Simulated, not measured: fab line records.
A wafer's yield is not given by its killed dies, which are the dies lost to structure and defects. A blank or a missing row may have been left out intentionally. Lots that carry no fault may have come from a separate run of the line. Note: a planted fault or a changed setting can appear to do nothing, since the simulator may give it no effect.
fab line records :: flow n5Finfet
[record]
  lots = 4
  wafers = 12
  lastDay = 17
route steps=1938 shown BEOL_M6@1257 BEOL_M7@1263 PASSIVATION@1936
lots untouched by any fault: they come from a run of this same line in which no faults occurred
startH: hours from the record's opening day to when the first of the lot's shown wafers began :: waitH: hours elapsed since this lot's preceding step :: " repeats the value in the row above :: L1.1+2: a row that stands for several wafers :: - no value present, or no start provided :: * or withheld: withheld :: < > ~ a bound
route shown NAME@n: a module of which the file shows steps, and the number in the route of the first :: usual: mean/standard deviation of fault-free wafers :: same: alike in all rows :: chamber/n: place in a boat :: sites: readings site by site :: _std_site: the values' standard deviation :: _edge_site: outer sites' mean less inner sites' :: radiusMm: for every site, how far away it sits from the centre of the wafer :: mask NAME#n: copy n :: behind: the most recent tool/chamber to have shaped the wafer :: hold: what put the lot on hold/how long, in hours/how the hold closed :: device: the transistor (n, p or np) that didn't switch :: end of line: tests of these same wafers at the route's end :: a step with no rows: only its recipe :: killed: dies that structure and defects cost at the first sort, which is not the same as the wafer's yield :: map: the dies of a wafer, with x for killed, . for not killed, _ for no die there
set.NAME: the setting as run; set.NAME@STEP: as run at that earlier step :: model.NAME: the simulator's own value behind a step, which no gauge read
certain route steps with their lots: each step a table, each wafer a row
services: a tool's chamber out of use, with start hour (startH, from the record's first day; less than 0 if before it), hours out, and reason
[[steps]]
[step N5_BEOL_M6_CMP_52]
[recipe]
  stopOn = SiCOH_lowk
  tOverpolishS = 6.9
  downForcePsi = 1
  platenRpm = 50
  clearingPlatenDownForcePsi = 1.5
  clearingPlatenRpm = 50
  postCmpClean = cuAlkaline
  targetThkNm = 80
  clearingPlatenPadVelocityMS = 0.99484
  padVelocityMS = 0.99484
[step N5_BEOL_M6_PRE_CLEAN_55]
[recipe]
  gas = NH3
  timeS = 15
  tempC = withheld
  rfPowerW = 300
[step N5_BEOL_M6_DEP_56]
[recipe]
  material = SiCN
  targetThkA = 100
  tempC = withheld
  precursor = 3MS/NH3
  pressureTorr = 3
  rfW = 202
  timeS = 17.5
[step N5_BEOL_M7_ILD_DEP_00]
[recipe]
  material = SiCOH_lowk
  targetThkA = 1797.5
  tempC = 300
  precursor = DEMS/porogen
  pressureTorr = 5
  rfW = 500
  timeS = 33.4
[step N5_BEOL_M7_CURE_74]
[recipe]
  tempC = 385
  timeS = 240
  ambient = He/Ar
  material = SiCOH_lowk
[step N5_BEOL_M7_PECVD_70]
[recipe]
  material = SiO2
  targetThkA = 200
  tempC = 400
  precursor = TEOS/O2
  pressureTorr = 5.5
  rfW = 450
  teosFlowSccm = 53.8
  gas = O2
  flowSccm = 3000
  timeS = 22.7
[step N5_BEOL_M7_HM_DEP_02]
[recipe]
  material = TiN
  targetThkA = 200
  tempC = 25
  chamberPressurePa = 0.49996
[step N5_BEOL_M7_COAT_59]
[recipe]
  resist = SOC
  tempC = 250
  timeS = 60
  spinRpm = 1500
  resistThkNm = 100
[step N5_BEOL_M7_COAT_60]
[recipe]
  resist = SiARC
  tempC = 220
  timeS = 60
  spinRpm = 1500
  resistThkNm = 35
[usual]
  chillPlateTempC = 22.97/0.091
  spinSpeedRpm = 1500.1/0.81
lot.wafer: L309.2
tool: lithoTrack-04
chamber: 0
startH: 229.43
waitH: -
chillPlateTempC: 23.04
spinSpeedRpm: 1500.4
model.SiARC_of_BEOL_M7_COAT_60.thkNm: 35

lot.wafer: L309.3
tool: lithoTrack-04
chamber: 0
startH: 229.43
waitH: -
chillPlateTempC: 23.06
spinSpeedRpm: 1500.9
model.SiARC_of_BEOL_M7_COAT_60.thkNm: 35

lot.wafer: L309.5
tool: lithoTrack-04
chamber: 0
startH: 229.43
waitH: -
chillPlateTempC: 23.11
spinSpeedRpm: 1501.4
model.SiARC_of_BEOL_M7_COAT_60.thkNm: 35

lot.wafer: L318.2
tool: lithoTrack-04
chamber: 0
startH: 278.11
waitH: -
chillPlateTempC: 23.03
spinSpeedRpm: 1443.3
model.SiARC_of_BEOL_M7_COAT_60.thkNm: 35.6

lot.wafer: L318.4
tool: lithoTrack-04
chamber: 0
startH: 278.11
waitH: -
chillPlateTempC: 23.12
spinSpeedRpm: 1442.7
model.SiARC_of_BEOL_M7_COAT_60.thkNm: 35.8

lot.wafer: L318.5
tool: lithoTrack-04
chamber: 0
startH: 278.11
waitH: -
chillPlateTempC: 22.99
spinSpeedRpm: 1442.9
model.SiARC_of_BEOL_M7_COAT_60.thkNm: 35.6

lot.wafer: L319.1
tool: lithoTrack-04
chamber: 0
startH: 288.27
waitH: -
chillPlateTempC: 22.97
spinSpeedRpm: 1442.7
model.SiARC_of_BEOL_M7_COAT_60.thkNm: 35.6

lot.wafer: L319.2
tool: lithoTrack-04
chamber: 0
startH: 288.27
waitH: -
chillPlateTempC: 23.06
spinSpeedRpm: 1442.9
model.SiARC_of_BEOL_M7_COAT_60.thkNm: 35.6

lot.wafer: L319.3
tool: lithoTrack-04
chamber: 0
startH: 288.27
waitH: -
chillPlateTempC: 22.95
spinSpeedRpm: 1442.2
model.SiARC_of_BEOL_M7_COAT_60.thkNm: 35.8

lot.wafer: L325.2
tool: lithoTrack-01
chamber: 0
startH: 328.57
waitH: -
chillPlateTempC: 23.09
spinSpeedRpm: 1500.8
model.SiARC_of_BEOL_M7_COAT_60.thkNm: 35

lot.wafer: L325.3
tool: lithoTrack-01
chamber: 0
startH: 328.57
waitH: -
chillPlateTempC: 22.88
spinSpeedRpm: 1501.7
model.SiARC_of_BEOL_M7_COAT_60.thkNm: 35

lot.wafer: L325.6
tool: lithoTrack-01
chamber: 0
startH: 328.57
waitH: -
chillPlateTempC: 23.02
spinSpeedRpm: 1499.8
model.SiARC_of_BEOL_M7_COAT_60.thkNm: 35
[step N5_BEOL_M7_COAT_05]
[recipe]
  resist = CAR-ArF
  spinRpm = 1500
  resistThkNm = 90
[step N5_BEOL_M7_EBR_07]
[recipe]
  solvent = PGMEA
  ebrWidthMm = 1.5
[step N5_BEOL_M7_SOFTBAKE_06]
[recipe]
  tempC = 110
  timeS = 60
  resist = CAR-ArF
[step N5_BEOL_M7_EXPOSE_08]
[recipe]
  maskId = M7
  na = 1.35
  sourceShape = dipole
  sigmaInner = 0.817
  sigmaOuter = 0.97
  polarization = te
  doseMj = 68.25
[step N5_BEOL_M7_PEB_09]
[recipe]
  pebTempC = withheld
  pebTimeS = 60
  resist = CAR-ArF
[step N5_BEOL_M7_DEVELOP_10]
[recipe]
  developTimeS = 30
  developer = TMAH
  resist = CAR-ArF
  rinseLiquid = diw
  dry = airSpin
  devTempC = 23
[step N5_BEOL_M7_DESCUM_16]
[recipe]
  chemistry = O2
  timeS = 7.9
  sourcePowerW = 50
  biasPowerW = 20
  pressureMtorr = 20
  rfFrequencyHz = 2.712e+07
  tempC = 40
  resist = CAR-ArF
  o2FlowSccm = 225
[step N5_BEOL_M7_ETCH_61]
[recipe]
  chemistry = CF4
  target = SiARC
  targetDepthA = 455
  maskMaterial = CAR-ArF
  timeS = 75.8
  ionEnergyEv = 80
  pressureMtorr = 40
  sourceW = 545
  biasW = 36
  Ar_flow_sccm = 100
  cf4FlowSccm = 100
  ends = cleared
[usual]
  drypumpMotorCurrentA = 5.7/0.64
  etchRfOnTimeS = 74.8/1.3
  oesProductAu = 0.70/0.083
  rfVppV = 184.0/1.3
  showerheadPlenumPTorr = 2.14/0.081
  throttleValvePct = 15.54/0.2
lot.wafer: L309.2
tool: rieDiel-05
chamber: 3
startH: 230.00
waitH: 0.0
drypumpMotorCurrentA: 6.8
etchRfOnTimeS: 75.2
oesProductAu: 0.65
rfHoursCounterH: 162
rfVppV: 183.7
showerheadPlenumPTorr: 2.06
throttleValvePct: 15.69
model.etch.depthNm: 35.05
model.CAR-ArF_of_BEOL_M7_COAT_05.thkNm: 51

lot.wafer: L309.3
tool: rieDiel-05
chamber: 2
startH: 230.00
waitH: 0.0
drypumpMotorCurrentA: 6.2
etchRfOnTimeS: 76.5
oesProductAu: 0.60
rfHoursCounterH: 190
rfVppV: 183.3
showerheadPlenumPTorr: 2.04
throttleValvePct: 15.78
model.etch.depthNm: 35
model.CAR-ArF_of_BEOL_M7_COAT_05.thkNm: 51.2

lot.wafer: L309.5
tool: rieDiel-05
chamber: 2
startH: 230.00
waitH: 0.0
drypumpMotorCurrentA: 6.2
etchRfOnTimeS: 76.8
oesProductAu: 0.60
rfHoursCounterH: -
rfVppV: 182.6
showerheadPlenumPTorr: 2.04
throttleValvePct: 15.77
model.etch.depthNm: 34.98
model.CAR-ArF_of_BEOL_M7_COAT_05.thkNm: 51

lot.wafer: L318.2
tool: rieDiel-01
chamber: 3
startH: 278.60
waitH: 0.0
drypumpMotorCurrentA: 4.9
etchRfOnTimeS: 74.7
oesProductAu: 0.78
rfHoursCounterH: 27
rfVppV: 185.2
showerheadPlenumPTorr: 2.19
throttleValvePct: 15.26
model.etch.depthNm: 35.68
model.CAR-ArF_of_BEOL_M7_COAT_05.thkNm: 50.2

lot.wafer: L318.4
tool: rieDiel-01
chamber: 1
startH: 278.60
waitH: 0.0
drypumpMotorCurrentA: 5.8
etchRfOnTimeS: 75.0
oesProductAu: 0.75
rfHoursCounterH: -
rfVppV: 185.9
showerheadPlenumPTorr: 2.25
throttleValvePct: 15.42
model.etch.depthNm: 35.74
model.CAR-ArF_of_BEOL_M7_COAT_05.thkNm: 50.2

lot.wafer: L318.5
tool: rieDiel-01
chamber: 0
startH: 278.60
waitH: 0.0
drypumpMotorCurrentA: 6.0
etchRfOnTimeS: 74.8
oesProductAu: 0.82
rfHoursCounterH: -
rfVppV: 184.4
showerheadPlenumPTorr: 2.18
throttleValvePct: 15.40
model.etch.depthNm: 35.69
model.CAR-ArF_of_BEOL_M7_COAT_05.thkNm: 50.2

lot.wafer: L319.1
tool: rieDiel-05
chamber: 2
startH: 288.66
waitH: 0.0
drypumpMotorCurrentA: 6.2
etchRfOnTimeS: 78.7
oesProductAu: 0.59
rfHoursCounterH: 208
rfVppV: 182.3
showerheadPlenumPTorr: 2.04
throttleValvePct: 15.81
model.etch.depthNm: 35.66
model.CAR-ArF_of_BEOL_M7_COAT_05.thkNm: 50.6

lot.wafer: L319.2
tool: rieDiel-05
chamber: 3
startH: 288.66
waitH: 0.0
drypumpMotorCurrentA: 6.8
etchRfOnTimeS: 76.2
oesProductAu: 0.64
rfHoursCounterH: 180
rfVppV: 182.7
showerheadPlenumPTorr: 2.05
throttleValvePct: 15.74
model.etch.depthNm: 35.66
model.CAR-ArF_of_BEOL_M7_COAT_05.thkNm: 50.4

lot.wafer: L319.3
tool: rieDiel-05
chamber: 0
startH: 288.66
waitH: 0.0
drypumpMotorCurrentA: 4.6
etchRfOnTimeS: 74.8
oesProductAu: 0.72
rfHoursCounterH: 73
rfVppV: 182.9
showerheadPlenumPTorr: 2.08
throttleValvePct: 15.42
model.etch.depthNm: 35.73
model.CAR-ArF_of_BEOL_M7_COAT_05.thkNm: 50.4

lot.wafer: L325.2
tool: rieDiel-03
chamber: 2
startH: 329.16
waitH: 0.0
drypumpMotorCurrentA: 5.2
etchRfOnTimeS: 76.1
oesProductAu: 0.61
rfHoursCounterH: 195
rfVppV: 184.8
showerheadPlenumPTorr: 2.20
throttleValvePct: 15.60
model.etch.depthNm: 34.99
model.CAR-ArF_of_BEOL_M7_COAT_05.thkNm: 50.4

lot.wafer: L325.3
tool: rieDiel-03
chamber: 1
startH: 329.16
waitH: 0.0
drypumpMotorCurrentA: 5.5
etchRfOnTimeS: 75.8
oesProductAu: 0.60
rfHoursCounterH: 220
rfVppV: 186.5
showerheadPlenumPTorr: 2.20
throttleValvePct: 15.58
model.etch.depthNm: 34.93
model.CAR-ArF_of_BEOL_M7_COAT_05.thkNm: 50.4

lot.wafer: L325.6
tool: rieDiel-03
chamber: 3
startH: 329.16
waitH: 0.0
drypumpMotorCurrentA: 5.2
etchRfOnTimeS: 76.1
oesProductAu: 0.63
rfHoursCounterH: -
rfVppV: 181.6
showerheadPlenumPTorr: 1.98
throttleValvePct: 15.57
model.etch.depthNm: 35.02
model.CAR-ArF_of_BEOL_M7_COAT_05.thkNm: 50.6
[step N5_BEOL_M7_ETCH_62]
[recipe]
  chemistry = N2/H2
  target = SOC
  targetDepthA = 1100
  overetchA = 220
  maskMaterial = SiARC
  tempC = 40
  timeS = 165
  ionEnergyEv = 200
  pressureMtorr = 30
  sourceW = 840
  biasW = 150
  n2FlowSccm = 200
  h2FlowSccm = 200
[usual]
  drypumpMotorCurrentA = 5.7/0.64
  oesProductAu = 0.69/0.076
  rfVppV = 524/3
  showerheadPlenumPTorr = 2.54/0.1
  throttleValvePct = 17.76/0.23
lot.wafer: L309.2
tool: rieDiel-05
chamber: 3
startH: 230.06
waitH: 0.0
drypumpMotorCurrentA: 6.8
oesProductAu: 0.64
rfHoursCounterH: 162
rfVppV: 522
showerheadPlenumPTorr: 2.44
throttleValvePct: 17.85
model.SiARC_of_BEOL_M7_COAT_60.thkNm: 28.4

lot.wafer: L309.3
tool: rieDiel-05
chamber: 2
startH: 230.06
waitH: 0.0
drypumpMotorCurrentA: 6.2
oesProductAu: 0.60
rfHoursCounterH: 190
rfVppV: 521
showerheadPlenumPTorr: 2.42
throttleValvePct: 17.91
model.SiARC_of_BEOL_M7_COAT_60.thkNm: 28.4

lot.wafer: L309.5
tool: rieDiel-05
chamber: 2
startH: 230.06
waitH: 0.0
drypumpMotorCurrentA: 6.2
oesProductAu: 0.60
rfHoursCounterH: -
rfVppV: 519
showerheadPlenumPTorr: 2.42
throttleValvePct: 17.91
model.SiARC_of_BEOL_M7_COAT_60.thkNm: 28.4

lot.wafer: L318.2
tool: rieDiel-01
chamber: 3
startH: 278.66
waitH: 0.0
drypumpMotorCurrentA: 4.9
oesProductAu: 0.76
rfHoursCounterH: 27
rfVppV: 526
showerheadPlenumPTorr: 2.60
throttleValvePct: 17.45
model.SiARC_of_BEOL_M7_COAT_60.thkNm: 28.8

lot.wafer: L318.4
tool: rieDiel-01
chamber: 1
startH: 278.66
waitH: 0.0
drypumpMotorCurrentA: 5.8
oesProductAu: 0.72
rfHoursCounterH: -
rfVppV: 527
showerheadPlenumPTorr: 2.69
throttleValvePct: 17.56
model.SiARC_of_BEOL_M7_COAT_60.thkNm: 29

lot.wafer: L318.5
tool: rieDiel-01
chamber: 0
startH: 278.66
waitH: 0.0
drypumpMotorCurrentA: 6.0
oesProductAu: 0.79
rfHoursCounterH: -
rfVppV: 526
showerheadPlenumPTorr: 2.60
throttleValvePct: 17.69
model.SiARC_of_BEOL_M7_COAT_60.thkNm: 28.8

lot.wafer: L319.1
tool: rieDiel-05
chamber: 2
startH: 288.72
waitH: 0.0
drypumpMotorCurrentA: 6.2
oesProductAu: 0.59
rfHoursCounterH: 208
rfVppV: 519
showerheadPlenumPTorr: 2.41
throttleValvePct: 17.95
model.SiARC_of_BEOL_M7_COAT_60.thkNm: 29.2

lot.wafer: L319.2
tool: rieDiel-05
chamber: 3
startH: 288.72
waitH: 0.0
drypumpMotorCurrentA: 6.8
oesProductAu: 0.63
rfHoursCounterH: 180
rfVppV: 520
showerheadPlenumPTorr: 2.43
throttleValvePct: 17.89
model.SiARC_of_BEOL_M7_COAT_60.thkNm: 29

lot.wafer: L319.3
tool: rieDiel-05
chamber: 0
startH: 288.72
waitH: 0.0
drypumpMotorCurrentA: 4.7
oesProductAu: 0.70
rfHoursCounterH: 73
rfVppV: 521
showerheadPlenumPTorr: 2.46
throttleValvePct: 17.60
model.SiARC_of_BEOL_M7_COAT_60.thkNm: 29

lot.wafer: L325.2
tool: rieDiel-03
chamber: 2
startH: 329.22
waitH: 0.0
drypumpMotorCurrentA: 5.2
oesProductAu: 0.61
rfHoursCounterH: 195
rfVppV: 526
showerheadPlenumPTorr: 2.63
throttleValvePct: 17.73
model.SiARC_of_BEOL_M7_COAT_60.thkNm: 28.4

lot.wafer: L325.3
tool: rieDiel-03
chamber: 1
startH: 329.22
waitH: 0.0
drypumpMotorCurrentA: 5.5
oesProductAu: 0.60
rfHoursCounterH: 220
rfVppV: 525
showerheadPlenumPTorr: 2.62
throttleValvePct: 17.76
model.SiARC_of_BEOL_M7_COAT_60.thkNm: 28.2

lot.wafer: L325.6
tool: rieDiel-03
chamber: 3
startH: 329.22
waitH: 0.0
drypumpMotorCurrentA: 5.2
oesProductAu: 0.62
rfHoursCounterH: -
rfVppV: 517
showerheadPlenumPTorr: 2.33
throttleValvePct: 17.74
model.SiARC_of_BEOL_M7_COAT_60.thkNm: 28.4
[step N5_BEOL_M7_STRIP_68]
[recipe]
  chemistry = N2/H2
  tempC = 40
  n2FlowSccm = 200
  h2FlowSccm = 200
  rfFrequencyHz = 6e+07
[step N5_PASSIVATION_PROBE_49]
[usual]
  defectLimitedYield = 91.1/1.3
  killed_at_M0_to_M3 = 36/10
  killed_at_M4_up = 14/4.4
  killedAtContacts = 14/5.7
  killedAtFrontEnd = 39/9.4
  killedAtOther = 2.9/2.6
  killedDies = 105/15
  killedOnRim = 14/3.5
  killedOpen = 70/12
  killedShort = 34/7.1
  sort_bin_5_function = 5.3/0.77
  sort_bin_6_memory = 3.3/0.66
  sortNPass = 1075/15
  sortYieldPct = 91.1/1.3
[same]
  grossDies = 1180
  killedAtBackSide = 0
  sort_bin_4_leakage[%] = 0
  sort_bin_8_speed[%] = 0
lot.wafer: L318.4
tool: prober-02
chamber: -
startH: 352.09
waitH: 0.2
defectLimitedYield[%]: 91.4
killed_at_M0_to_M3: 41
killed_at_M4_up: 13
killedAtContacts: 16
killedAtFrontEnd: 31
killedAtOther: 1
killedDies: 102
killedOnRim: 13
killedOpen: 75
killedShort: 25
sort_bin_5_function[%]: 4.8
sort_bin_6_memory[%]: 3.4
sortNPass: 1078
sortYieldPct[%]: 91.4
// killed by level:class
L318.4 MOL_CONTACT_COAG:geometricParticle:open=15 BEOL_M1:geometricParticle:open=10 BEOL_M2:geometricParticle:open=8 BEOL_M3:geometricParticle:open=8 BEOL_M4:geometricParticle:open=7 FIN_SAQP:geometricParticle:open=6 STI_FIN_REVEAL:geometricParticle:open=5 BEOL_M1:geometricParticle:short=5
[[services]]
tool: rieDiel-01
chamber: 2
startH: 247.19
hours: 13.3
kind: repair

tool: rieDiel-03
chamber: 2
startH: 251.67
hours: 11.3
kind: repair

tool: rieDiel-03
chamber: 0
startH: 263.00
hours: -
kind: clean

tool: rieDiel-03
chamber: 0
startH: 263.00
hours: -
kind: consumableReplace:focusRing

tool: rieDiel-03
chamber: 0
startH: 263.00
hours: 18.7
kind: scheduledDown

tool: rieDiel-03
chamber: 0
startH: 263.00
hours: 18.7
kind: ventCycle

tool: rieDiel-01
chamber: 2
startH: 276.08
hours: 10.4
kind: repair

tool: rieDiel-03
chamber: 1
startH: 291.76
hours: 7.9
kind: repair
[[key]]
[firstSign]
  step = N5_BEOL_M7_COAT_60
  reading = spinSpeedRpm
  direction = down
  sigmas = 71
  usual = *
  struck = *
effect none on later readings
[modelEffect]
  step = N5_BEOL_M7_COAT_60
  value = SiARC_of_BEOL_M7_COAT_60.thkNm
  without = 35
  struck = 35.67
[modelEffect]
  step = N5_BEOL_M7_ETCH_61
  value = etch.depthNm
  without = 35.01
  struck = 35.69
[modelEffect]
  step = N5_BEOL_M7_ETCH_62
  value = SiARC_of_BEOL_M7_COAT_60.thkNm
  without = 28.3
  struck = 28.97
metAt N5_BEOL_M7_COAT_60
struckWafers L318.2,L318.4,L318.5,L319.1,L319.2,L319.3
onsetBetween 229.43 278.11
[fault]
  kind = processParameterDrift
  tool = lithoTrack-04
  chamber = -
  onsetH = 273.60
  steps = N5_BEOL_M7_COAT_60
  channel = spinRpm
  offset = *
  shape = step
  actsIn = *
  stated = *
